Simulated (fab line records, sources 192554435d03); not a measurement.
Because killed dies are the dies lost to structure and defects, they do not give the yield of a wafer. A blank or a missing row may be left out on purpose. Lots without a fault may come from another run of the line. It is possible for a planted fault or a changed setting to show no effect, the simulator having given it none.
fab line records	flow n5Finfet	part 1 of 2: steps 1 to 4 of 6
record: lots: 24	wafers: 72	lastDay: 20
route steps=1938 shown BEOL_M13@1692 BEOL_M14@1726
lots untouched by any fault: they come from a run of this same line in which no faults occurred
startH: start of the lot's first displayed wafer, in hours after the record's first day	waitH: hours elapsed since this lot's preceding step	" unchanged from the row above	L1.1+2: a single row standing in for several wafers	- no value, or no start was given	* or withheld: withheld	< > ~ a bound
route shown NAME@n: names a module that has steps shown in the file, with the first one's number in the route	usual: the fault-free wafers' mean and standard deviation	same: alike in all rows	chamber/n: place in a boat	sites: the reading at each site	_std_site: standard deviation across them	_edge_site: the outer-site mean with the inner-site mean subtracted	radiusMm: for every site, how far away it sits from the centre of the wafer	mask NAME#n: copy n	behind: tool/chamber where the wafer was last shaped	hold: the reason the lot was held/the length of the hold in hours/how it ended	device: the transistor (n, p or np) that didn't switch	end of line: the route-end tests of the same wafers	step lacking rows: just its recipe	killed: dies that structure and defects cost at the first sort, which is not the same as the wafer's yield	map: per-die view of a wafer (x killed, . not killed, _ where there is no die)
set.NAME: the run value of the setting; set.NAME@STEP: its run value at that earlier step	model.NAME: the simulator's own value behind a step, which no gauge read
route steps across a sampled set of lots; one table per step, one row per wafer
services: when a tool's chamber went out of use (startH, in hours from the record's first day, below 0 if earlier), for how many hours, and the reason
== steps ==
step: N5_BEOL_M13_DESCUM_33
recipe: chemistry: O2	timeS: 7.9	sourcePowerW: 50	biasPowerW: 20	pressureMtorr: 20	rfFrequencyHz: 2.712e+07	tempC: 40	o2FlowSccm: 225
usual: drypumpMotorCurrentA: 5.8/0.43	o2FlowSccm: 224.9/0.53	oesProductAu: 0.79/0.088	rfVppV: 242.9/1.4	showerheadPlenumPTorr: 2.08/0.066	tempC: 40.02/0.13	throttleValvePct: 20.50/0.2
lot.wafer	tool	chamber	startH	waitH	drypumpMotorCurrentA	o2FlowSccm	oesProductAu	rfHoursCounterH	rfVppV	showerheadPlenumPTorr	tempC	throttleValvePct
L074.2	rieDiel-05	2	280.09	0.0	6.2	224.4	0.91	30	243.9	2.04	39.84	20.39
L074.5	"	0	"	"	5.8	225.2	0.68	-	242.1	2.07	40.02	20.35
L074.6	"	3	"	"	6.4	225.8	0.75	-	242.9	2.08	39.93	20.73
L075.2	rieDiel-03	3	306.55	0.0	5.5	224.6	0.69	209	244.0	2.16	39.94	20.65
L075.3	"	0	"	"	5.9	224.9	0.77	129	244.6	2.18	39.97	20.43
L075.4	"	1	"	"	5.7	224.8	0.71	217	241.9	2.07	39.80	20.77
L077.1	rieDiel-05	0	306.81	0.1	5.8	224.2	0.68	244	242.1	2.07	39.94	20.35
L077.2	"	3	"	"	6.4	224.8	0.74	179	241.8	2.08	40.06	20.73
L077.5	"	3	"	"	6.4	224.9	0.74	-	243.5	2.07	40.09	20.72
L076.1	rieDiel-05	2	312.73	0.1	6.2	225.6	0.90	38	241.9	2.04	40.35	20.40
L076.2	"	1	"	"	5.3	224.8	0.86	70	243.2	2.13	39.81	20.24
L076.4	"	3	"	"	6.4	225.9	0.73	181	243.6	2.07	39.99	20.74
L078.1	rieDiel-05	0	313.36	0.0	5.8	224.7	0.67	247	243.6	2.07	40.34	20.35
L078.3	"	3	"	"	6.4	225.5	0.73	182	242.0	2.07	40.00	20.73
L078.5	"	2	"	"	6.2	224.4	0.90	-	242.6	2.04	39.93	20.41
L079.3	rieDiel-02	2	313.70	0.1	6.1	224.1	0.83	96	241.2	2.03	39.84	20.49
L079.5	"	2	"	"	6.0	225.4	0.82	-	243.0	2.03	39.88	20.51
L079.6	"	1	"	"	5.6	225.0	0.72	-	241.3	2.00	40.05	20.75
L081.1	rieDiel-03	3	320.93	0.0	5.5	225.0	0.68	215	244.9	2.16	40.06	20.64
L081.3	"	2	"	"	5.7	225.1	0.67	245	240.9	1.98	40.25	20.58
L081.6	"	2	"	"	5.7	225.6	0.67	-	242.7	1.98	40.20	20.60
L082.1	rieDiel-02	3	331.03	1.5	5.9	224.6	0.69	219	240.9	1.99	39.99	20.44
L082.3	"	2	"	"	6.1	224.6	0.81	102	242.0	2.03	40.02	20.51
L082.4	"	0	"	"	4.8	225.8	0.91	37	243.8	2.14	40.13	20.45
L080.3	rieDiel-02	2	331.57	1.8	6.1	224.0	0.81	102	242.3	2.03	39.96	20.53
L080.5	"	0	"	"	4.8	225.7	0.89	-	244.0	2.14	40.10	20.46
L080.6	"	1	"	"	5.6	225.0	0.71	-	240.1	1.99	39.75	20.76
L084.1	rieDiel-05	3	336.04	1.2	6.3	225.2	0.73	192	243.9	2.07	40.06	20.76
L084.2	"	1	"	"	5.4	224.6	0.84	83	244.1	2.12	39.90	20.25
L084.4	"	3	"	"	6.4	224.4	0.73	-	242.7	2.07	39.96	20.76
L083.1	rieDiel-02	0	338.50	1.8	4.8	225.3	0.89	40	243.4	2.14	39.86	20.47
L083.4	"	1	"	"	5.6	225.5	0.71	204	242.7	1.99	40.03	20.78
L083.6	"	0	"	"	4.8	224.9	0.90	-	244.3	2.14	39.79	20.46
L085.2	rieDiel-05	3	355.57	0.5	6.4	224.9	0.72	204	243.2	2.07	40.02	20.75
L085.3	"	0	"	"	5.8	225.4	0.97	4	241.8	2.06	40.10	20.02
L085.6	"	1	"	"	5.3	224.5	0.84	-	243.7	2.12	39.89	20.28
L086.1	rieDiel-03	1	361.27	0.0	5.8	224.0	0.70	221	243.8	2.06	39.75	20.78
L086.4	"	1	"	"	5.7	225.1	0.70	-	241.8	2.06	39.87	20.79
L086.6	"	3	"	"	5.5	225.3	0.68	-	243.1	2.16	40.03	20.65
L088.2	rieDiel-02	2	364.05	0.0	6.1	224.7	0.81	117	243.9	2.02	40.04	20.52
L088.4	"	0	"	"	4.8	225.0	0.88	-	242.8	2.13	39.84	20.47
L088.5	"	3	"	"	5.9	225.6	0.69	-	241.5	1.99	40.11	20.48
L087.2	rieDiel-05	0	366.87	0.1	5.8	224.7	0.96	7	242.6	2.06	39.92	20.03
L087.3	"	1	"	"	5.3	224.8	0.82	97	244.6	2.12	39.97	20.27
L087.5	"	0	"	"	5.8	224.5	0.97	-	243.8	2.06	40.09	20.03
L089.2	rieDiel-05	1	382.80	0.0	5.3	225.2	0.82	101	244.6	2.11	39.96	20.30
L089.4	"	1	"	"	5.4	224.7	0.82	-	242.6	2.11	39.85	20.29
L089.5	"	0	"	"	5.8	225.3	0.95	-	243.0	2.06	40.11	20.04
L090.1	rieDiel-05	1	399.46	0.0	5.4	225.5	0.82	107	245.8	2.11	40.09	20.27
L090.4	"	0	"	"	5.8	225.1	0.91	18	243.5	2.06	39.88	20.05
L090.5	"	3	"	"	6.4	225.2	0.71	-	241.9	2.06	40.22	20.79
L093.1	rieDiel-03	1	399.71	0.0	5.7	224.8	0.69	233	242.0	2.06	40.30	20.81
L093.3	"	2	"	"	5.7	224.0	0.95	4	245.5	2.24	40.15	20.20
L093.5	"	0	"	"	5.9	224.9	0.76	-	245.0	2.17	40.08	20.47
L092.1	rieDiel-02	0	400.10	0.0	4.8	225.0	0.86	60	242.7	2.13	39.98	20.48
L092.2	"	3	"	"	5.9	225.2	0.68	245	241.4	1.98	40.16	20.50
L092.5	"	3	"	"	5.9	224.9	0.68	-	241.9	1.98	40.18	20.48
L091.1	rieDiel-02	3	405.34	0.1	5.9	225.2	0.68	247	242.7	1.98	40.10	20.49
L091.4	"	2	"	"	6.1	223.6	0.79	130	240.5	2.02	40.09	20.54
L091.6	"	1	"	"	5.6	223.8	0.70	-	241.3	1.99	40.04	20.79
L096.1	rieDiel-05	2	426.48	0.0	6.2	225.3	0.83	82	242.0	2.02	39.97	20.47
L096.2	"	1	"	"	5.3	224.3	0.80	114	241.9	2.11	39.90	20.32
L096.3	"	0	"	"	5.8	225.5	0.90	26	241.0	2.06	39.96	20.06
L095.1	rieDiel-03	3	430.55	0.1	5.5	224.0	0.67	241	243.4	2.15	40.13	20.67
L095.2	"	0	"	"	5.9	224.6	0.76	160	244.9	2.16	40.13	20.49
L095.4	"	1	"	"	5.7	225.0	0.69	240	242.1	2.06	40.11	20.80
L097.4	rieDiel-03	3	440.21	0.0	5.5	224.6	0.66	244	243.7	2.15	40.25	20.69
L097.5	"	1	"	"	5.7	225.2	0.68	-	243.2	2.06	40.04	20.83
L097.6	"	0	"	"	5.9	225.2	0.75	-	245.6	2.16	40.07	20.49
L094.1	rieDiel-02	1	446.81	0.0	5.6	224.3	0.70	233	239.9	1.98	40.00	20.80
L094.4	"	0	"	"	4.8	225.0	0.84	76	243.0	2.12	40.12	20.50
L094.5	"	1	"	"	5.6	223.9	0.70	-	241.2	1.98	40.20	20.81
step: N5_BEOL_M13_TRENCH_ETCH_34
recipe: chemistry: C4F8/O2/Ar	target: SiOC	targetDepthA: 4134.7	maskMaterial: SOC	pressureMtorr: 30	sourceW: 3000	biasW: 700	Ar_flow_sccm: 400	C4F8_flow_sccm: 15	O2_flow_sccm: 8	heInnerTorr: 15	heOuterTorr: 30	timeS: 162.6	ionEnergyEv: 250
usual: drypumpMotorCurrentA: 5.8/0.43	oesProductAu: 0.78/0.09	rfVppV: 664.7/3	showerheadPlenumPTorr: 3.39/0.1	throttleValvePct: 24.27/0.22
lot.wafer	tool	chamber	startH	waitH	drypumpMotorCurrentA	oesProductAu	rfHoursCounterH	rfVppV	showerheadPlenumPTorr	throttleValvePct
L074.2	rieDiel-05	2	280.49	0.0	6.2	0.90	31	664.0	3.35	24.20
L074.5	"	0	"	"	5.9	0.67	-	663.1	3.38	24.02
L074.6	"	3	"	"	6.4	0.74	-	666.2	3.40	24.52
L075.2	rieDiel-03	3	306.95	0.0	5.5	0.69	210	669.4	3.53	24.42
L075.3	"	0	"	"	5.9	0.77	130	669.4	3.55	24.26
L075.4	"	1	"	"	5.8	0.69	217	663.6	3.40	24.66
L077.1	rieDiel-05	0	307.21	0.0	5.8	0.66	244	663.4	3.37	24.05
L077.2	"	3	"	"	6.4	0.73	179	665.5	3.40	24.54
L077.5	"	3	"	"	6.4	0.73	-	664.2	3.40	24.54
L076.1	rieDiel-05	2	313.14	0.0	6.2	0.89	39	663.5	3.34	24.21
L076.2	"	1	"	"	5.4	0.86	71	666.2	3.46	24.00
L076.4	"	3	"	"	6.4	0.73	182	665.9	3.40	24.54
L078.1	rieDiel-05	0	313.76	0.0	5.8	0.67	247	663.2	3.37	24.04
L078.3	"	3	"	"	6.4	0.74	182	664.9	3.40	24.54
L078.5	"	2	"	"	6.2	0.89	-	662.0	3.34	24.22
L079.3	rieDiel-02	2	314.10	0.0	6.1	0.82	97	663.0	3.32	24.28
L079.5	"	2	"	"	6.1	0.82	-	662.1	3.32	24.29
L079.6	"	1	"	"	5.6	0.72	-	659.9	3.26	24.42
L081.1	rieDiel-03	3	321.33	0.0	5.5	0.69	216	669.6	3.53	24.42
L081.3	"	2	"	"	5.7	0.68	245	661.0	3.26	24.40
L081.6	"	2	"	"	5.7	0.67	-	659.5	3.25	24.39
L082.1	rieDiel-02	3	331.43	0.0	5.9	0.70	220	659.7	3.25	24.15
L082.3	"	2	"	"	6.0	0.81	102	661.5	3.32	24.30
L082.4	"	0	"	"	4.8	0.91	37	666.4	3.46	24.13
L080.3	rieDiel-02	2	331.98	0.0	6.0	0.82	102	662.9	3.32	24.30
L080.5	"	0	"	"	4.8	0.91	-	667.1	3.46	24.16
L080.6	"	1	"	"	5.6	0.70	-	661.2	3.25	24.44
L084.1	rieDiel-05	3	336.44	0.0	6.4	0.72	192	664.7	3.39	24.56
L084.2	"	1	"	"	5.4	0.84	83	665.4	3.46	24.03
L084.4	"	3	"	"	6.4	0.72	-	664.1	3.39	24.56
L083.1	rieDiel-02	0	338.90	0.0	4.8	0.90	40	667.7	3.46	24.15
L083.4	"	1	"	"	5.6	0.71	205	661.2	3.25	24.46
L083.6	"	0	"	"	4.8	0.90	-	668.1	3.46	24.13
L085.2	rieDiel-05	3	355.97	0.0	6.4	0.72	204	664.4	3.38	24.58
L085.3	"	0	"	"	5.8	0.97	4	664.1	3.36	23.77
L085.6	"	1	"	"	5.4	0.83	-	667.2	3.45	24.04
L086.1	rieDiel-03	1	361.67	0.0	5.8	0.69	221	665.1	3.40	24.66
L086.4	"	1	"	"	5.8	0.70	-	663.9	3.40	24.66
L086.6	"	3	"	"	5.5	0.68	-	668.6	3.52	24.42
L088.2	rieDiel-02	2	364.45	0.0	6.1	0.80	117	663.0	3.31	24.33
L088.4	"	0	"	"	4.8	0.89	-	666.6	3.46	24.16
L088.5	"	3	"	"	5.9	0.69	-	659.6	3.24	24.17
L087.2	rieDiel-05	0	367.27	0.0	5.8	0.96	7	663.2	3.36	23.78
L087.3	"	1	"	"	5.4	0.83	97	665.7	3.45	24.05
L087.5	"	0	"	"	5.8	0.97	-	664.6	3.36	23.76
L089.2	rieDiel-05	1	383.20	0.0	5.4	0.82	102	666.7	3.45	24.04
L089.4	"	1	"	"	5.4	0.83	-	666.5	3.45	24.06
L089.5	"	0	"	"	5.8	0.95	-	663.9	3.36	23.79
L090.1	rieDiel-05	1	399.86	0.0	5.4	0.82	107	667.4	3.45	24.05
L090.4	"	0	"	"	5.8	0.93	18	663.9	3.36	23.78
L090.5	"	3	"	"	6.4	0.70	-	664.3	3.38	24.59
L093.1	rieDiel-03	1	400.12	0.0	5.8	0.69	233	663.7	3.39	24.68
L093.3	"	2	"	"	5.7	0.95	4	669.6	3.65	24.06
L093.5	"	0	"	"	5.9	0.75	-	669.3	3.54	24.29
L092.1	rieDiel-02	0	400.50	0.0	4.8	0.86	60	667.0	3.45	24.15
L092.2	"	3	"	"	5.9	0.68	246	660.8	3.24	24.18
L092.5	"	3	"	"	5.9	0.67	-	661.0	3.24	24.18
L091.1	rieDiel-02	3	405.75	0.0	5.9	0.68	247	660.4	3.24	24.19
L091.4	"	2	"	"	6.1	0.78	130	661.5	3.30	24.34
L091.6	"	1	"	"	5.6	0.70	-	661.9	3.25	24.47
L096.1	rieDiel-05	2	426.89	0.0	6.2	0.83	82	663.0	3.32	24.28
L096.2	"	1	"	"	5.3	0.81	114	667.5	3.44	24.07
L096.3	"	0	"	"	5.8	0.91	26	663.7	3.35	23.78
L095.1	rieDiel-03	3	430.96	0.0	5.5	0.67	242	667.5	3.51	24.45
L095.2	"	0	"	"	5.9	0.74	161	668.0	3.54	24.31
L095.4	"	1	"	"	5.7	0.68	240	664.8	3.38	24.68
L097.4	rieDiel-03	3	440.62	0.0	5.5	0.66	244	670.8	3.51	24.46
L097.5	"	1	"	"	5.7	0.67	-	664.1	3.38	24.69
L097.6	"	0	"	"	6.0	0.74	-	667.5	3.53	24.31
L094.1	rieDiel-02	1	447.22	0.0	5.6	0.69	233	661.2	3.24	24.50
L094.4	"	0	"	"	4.8	0.84	77	666.4	3.44	24.18
L094.5	"	1	"	"	5.6	0.69	-	659.6	3.24	24.50
step: N5_BEOL_M13_PRE_CLEAN_42
recipe: gas: H2/He	timeS: 30	tempC: 250
usual: heaterPowerW: 345/34
lot.wafer	tool	chamber	startH	waitH	heaterPowerW
L074.2	pvdSputter-01	-	282.96	0.0	352
L074.5	"	-	"	"	343
L074.6	"	-	"	"	358
L075.2	pvdSputter-03	-	309.27	0.0	304
L075.3	"	-	"	"	286
L075.4	"	-	"	"	326
L077.1	pvdSputter-02	-	309.29	0.0	357
L077.2	"	-	"	"	377
L077.5	"	-	"	"	381
L076.1	pvdSputter-02	-	313.69	0.0	326
L076.2	"	-	"	"	378
L076.4	"	-	"	"	359
L078.1	pvdSputter-03	-	316.73	0.0	302
L078.3	"	-	"	"	284
L078.5	"	-	"	"	329
L079.3	pvdSputter-01	-	316.83	0.0	358
L079.5	"	-	"	"	349
L079.6	"	-	"	"	346
L081.1	pvdSputter-02	-	326.73	0.0	377
L081.3	"	-	"	"	387
L081.6	"	-	"	"	325
L082.1	pvdSputter-03	-	332.16	0.0	285
L082.3	"	-	"	"	336
L082.4	"	-	"	"	290
L080.3	pvdSputter-02	-	336.43	0.0	360
L080.5	"	-	"	"	326
L080.6	"	-	"	"	370
L084.1	pvdSputter-02	-	337.23	0.0	383
L084.2	"	-	"	"	378
L084.4	"	-	"	"	356
L083.1	pvdSputter-03	-	339.78	0.0	294
L083.4	"	-	"	"	288
L083.6	"	-	"	"	324
L085.2	pvdSputter-01	-	357.89	0.0	353
L085.3	"	-	"	"	351
L085.6	"	-	"	"	357
L086.1	pvdSputter-03	-	362.86	0.0	330
L086.4	"	-	"	"	318
L086.6	"	-	"	"	307
L088.2	pvdSputter-02	-	368.58	0.0	376
L088.4	"	-	"	"	359
L088.5	"	-	"	"	352
L087.2	pvdSputter-03	-	369.55	0.0	284
L087.3	"	-	"	"	301
L087.5	"	-	"	"	303
L089.2	pvdSputter-02	-	385.59	0.0	369
L089.4	"	-	"	"	326
L089.5	"	-	"	"	380
L093.1	pvdSputter-01	-	402.84	0.0	346
L093.3	"	-	"	"	338
L093.5	"	-	"	"	414
L092.1	pvdSputter-02	-	402.93	0.0	355
L092.2	"	-	"	"	383
L092.5	"	-	"	"	381
L090.1	pvdSputter-02	-	405.33	0.0	327
L090.4	"	-	"	"	357
L090.5	"	-	"	"	324
L091.1	pvdSputter-01	-	406.60	0.0	352
L091.4	"	-	"	"	420
L091.6	"	-	"	"	344
L096.1	pvdSputter-02	-	428.75	0.0	381
L096.2	"	-	"	"	379
L096.3	"	-	"	"	330
L095.1	pvdSputter-03	-	433.37	0.0	307
L095.2	"	-	"	"	329
L095.4	"	-	"	"	289
L097.4	pvdSputter-01	-	443.12	0.0	354
L097.5	"	-	"	"	341
L097.6	"	-	"	"	361
L094.1	pvdSputter-02	-	452.24	0.0	351
L094.4	"	-	"	"	386
L094.5	"	-	"	"	323
step: N5_BEOL_M14_CD_MEAS_10
recipe: targetCdNm: 250	landingEnergyEv: 500	detector: seInlens	polarity: opening
usual: cdNm: 250.3/1.1
lot.wafer	tool	chamber	startH	waitH	cdNm
L074.2	cdSem-01	0	285.06	-	250.3
L074.5	"	0	"	"	249.1
L074.6	"	0	"	"	249.0
L075.2	cdSem-02	0	311.04	-	250.8
L075.3	"	0	"	"	249.8
L075.4	"	0	"	"	249.8
L077.1	cdSem-03	0	311.36	-	249.8
L077.2	"	0	"	"	249.6
L077.5	"	0	"	"	249.0
L076.1	cdSem-01	0	315.60	-	249.6
L076.2	"	0	"	"	250.9
L076.4	"	0	"	"	249.1
L078.1	cdSem-03	0	318.64	-	249.0
L078.3	"	0	"	"	249.9
L078.5	"	0	"	"	249.7
L079.3	cdSem-01	0	318.69	-	249.8
L079.5	"	0	"	"	250.3
L079.6	"	0	"	"	251.0
L081.1	cdSem-01	0	328.58	-	249.1
L081.3	"	0	"	"	250.6
L081.6	"	0	"	"	250.4
L082.1	cdSem-03	0	334.07	-	251.8
L082.3	"	0	"	"	252.6
L082.4	"	0	"	"	251.8
L080.3	cdSem-01	0	338.36	-	251.5
L080.5	"	0	"	"	251.6
L080.6	"	0	"	"	252.0
L084.1	cdSem-02	0	339.04	-	250.0
L084.2	"	0	"	"	250.0
L084.4	"	0	"	"	250.5
L083.1	cdSem-03	0	341.66	-	249.4
L083.4	"	0	"	"	250.7
L083.6	"	0	"	"	249.6
L085.2	cdSem-01	0	359.73	-	251.4
L085.3	"	0	"	"	250.9
L085.6	"	0	"	"	252.4
L086.1	cdSem-01	0	364.90	-	250.9
L086.4	"	0	"	"	250.5
L086.6	"	0	"	"	250.5
L088.2	cdSem-02	0	370.53	-	248.0
L088.4	"	0	"	"	248.5
L088.5	"	0	"	"	250.5
L087.2	cdSem-03	0	371.32	-	250.2
L087.3	"	0	"	"	250.0
L087.5	"	0	"	"	249.8
L089.2	cdSem-02	0	387.57	-	251.1
L089.4	"	0	"	"	250.5
L089.5	"	0	"	"	247.5
L093.1	cdSem-03	0	404.75	-	251.8
L093.3	"	0	"	"	251.8
L093.5	"	0	"	"	252.3
L092.1	cdSem-03	0	404.92	-	249.8
L092.2	"	0	"	"	252.3
L092.5	"	0	"	"	250.0
L090.1	cdSem-03	0	409.78	-	251.0
L090.4	"	0	"	"	249.2
L090.5	"	0	"	"	249.7
L091.1	cdSem-03	0	410.51	-	248.8
L091.4	"	0	"	"	249.4
L091.6	"	0	"	"	248.3
L096.1	cdSem-03	0	430.57	-	249.1
L096.2	"	0	"	"	248.1
L096.3	"	0	"	"	248.7
L095.1	cdSem-01	0	435.13	-	249.8
L095.2	"	0	"	"	249.4
L095.4	"	0	"	"	250.5
L097.4	cdSem-02	0	445.20	-	251.7
L097.5	"	0	"	"	251.4
L097.6	"	0	"	"	251.2
L094.1	cdSem-03	0	454.22	-	250.9
L094.4	"	0	"	"	251.7
L094.5	"	0	"	"	250.2
